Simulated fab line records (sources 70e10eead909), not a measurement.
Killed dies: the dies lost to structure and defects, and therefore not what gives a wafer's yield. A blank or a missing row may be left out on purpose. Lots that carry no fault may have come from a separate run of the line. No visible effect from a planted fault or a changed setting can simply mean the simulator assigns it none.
Matching of chambers ; flow nandHarc ; aldMetal-03 running NHARC_A_CONTACT_ALD_18: 3 sister chambers
The step deposits TiN, target thk 3 nm, pulse time 1 s, ald cycles 150. 14 wafers are shown with their chamber, then 6 later ones without.

## WAFERS WITH THEIR CHAMBER
wafer;chamber;heaterPowerW (W);precursorPulseHeightRel
L526.2;1;1131;0.966
L526.3;3;1219;1.019
L526.5;1;1100;0.999
L529.3;1;1112;1.003
L529.5;1;1118;0.983
L529.6;3;1241;1.013
L532.2;3;1275;0.995
L532.4;1;1110;0.997
L532.5;0;1028;0.967
L534.1;0;1061;0.985
L534.4;1;1124;0.956
L534.5;1;1116;0.986
L539.1;1;1146;0.995
L539.3;3;1207;1.011

SIGNATURES (averages over the wafers above)
reading;chamber 0;chamber 1;chamber 3;scatter within a chamber
heaterPowerW;1044.50;1119.62;1235.50;20.5
precursorPulseHeightRel;0.97600;0.98562;1.00950;0.0149
Rule: for a wafer and a chamber, the distance is found by dividing, reading by reading, the gap between the wafer's reading and the chamber's mean by the reading's scatter, squaring, summing and taking the root. The wafer belongs to the nearest chamber; if the next one is less than 2 further off, it can't be placed. The scatter: take each reading less its chamber's mean, square it, sum over the shown wafers, divide by the number of wafers less the number of chambers, and take the root.

## WAFERS WITH NO CHAMBER GIVEN
wafer;heaterPowerW (W);precursorPulseHeightRel
L539.5;1244;0.982
L541.4;1049;0.989
L541.5;1135;1.030
L547.4;1223;1.037
L547.5;1126;1.011
L547.6;1095;0.998

## WHICH CHAMBER EACH WENT THROUGH
wafer;from the rows above;in truth
L539.5;3;3
L541.4;0;0
L541.5;1;1
L547.4;3;3
L547.5;1;1
L547.6;can't be placed: 1 or 0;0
Placed correctly: 5 of 6. Cannot be placed on the basis of these rows: 1; the candidates contain the true chamber in 1. Wrongly placed: 0.
